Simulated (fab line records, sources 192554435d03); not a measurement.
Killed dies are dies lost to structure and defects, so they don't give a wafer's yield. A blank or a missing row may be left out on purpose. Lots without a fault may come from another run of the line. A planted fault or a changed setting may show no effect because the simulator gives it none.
Chamber matching | flow n5_finfet | N5_BEOL_M0_SAQP_ETCH_102 on rie_si-01: 4 sister chambers
The step etches SiO2 in CF4, target depth 4 nm, time 4.4 s. 8 wafers are shown with their chamber, then 9 later ones without.

WAFERS WITH THEIR CHAMBER
wafer  | chamber | drypump_motor_current_A (A) | throttle_valve_pct (%)
L078.1 | 1       | 6.5                         | 22.01
L088.1 | 0       | 5.1                         | 21.59
L092.2 | 1       | 6.4                         | 21.99
L092.3 | 2       | 5.5                         | 21.71
L092.5 | 0       | 5.1                         | 21.59
L093.1 | 2       | 5.5                         | 21.69
L093.2 | 3       | 4.7                         | 22.09
L093.6 | 3       | 4.7                         | 22.09

WAFERS WITHOUT THEIR CHAMBER
wafer  | drypump_motor_current_A (A) | throttle_valve_pct (%)
L094.2 | 5.1                         | 21.58
L094.5 | 5.1                         | 21.58
L094.6 | 4.7                         | 22.08
L096.1 | 6.5                         | 22.00
L096.2 | 5.5                         | 21.68
L096.6 | 5.5                         | 21.68
L097.1 | 5.5                         | 21.68
L097.3 | 5.1                         | 21.59
L097.5 | 5.1                         | 21.59

WHICH CHAMBER EACH WENT THROUGH
wafer  | from the rows above | in truth
L094.2 | 0                   | 0
L094.5 | 0                   | 0
L094.6 | 3                   | 3
L096.1 | 1                   | 1
L096.2 | 2                   | 2
L096.6 | 2                   | 2
L097.1 | 2                   | 2
L097.3 | 0                   | 0
L097.5 | 0                   | 0
Placed correctly: 9 of 9. Can't be placed from these rows: 0. Placed wrongly: 0.
How it was worked out, from the rows above alone: a wafer's distance from a chamber is the root of the sum, over the readings, of the square of ((its reading less the chamber's mean) divided by the reading's scatter). The wafer belongs to the nearest chamber; if the next one is less than 2 further off, it can't be placed. A chamber's mean is the mean of its shown wafers. The scatter: the root of (the sum of the squares of (reading less its chamber's mean) over the shown wafers, divided by (wafers less chambers)).
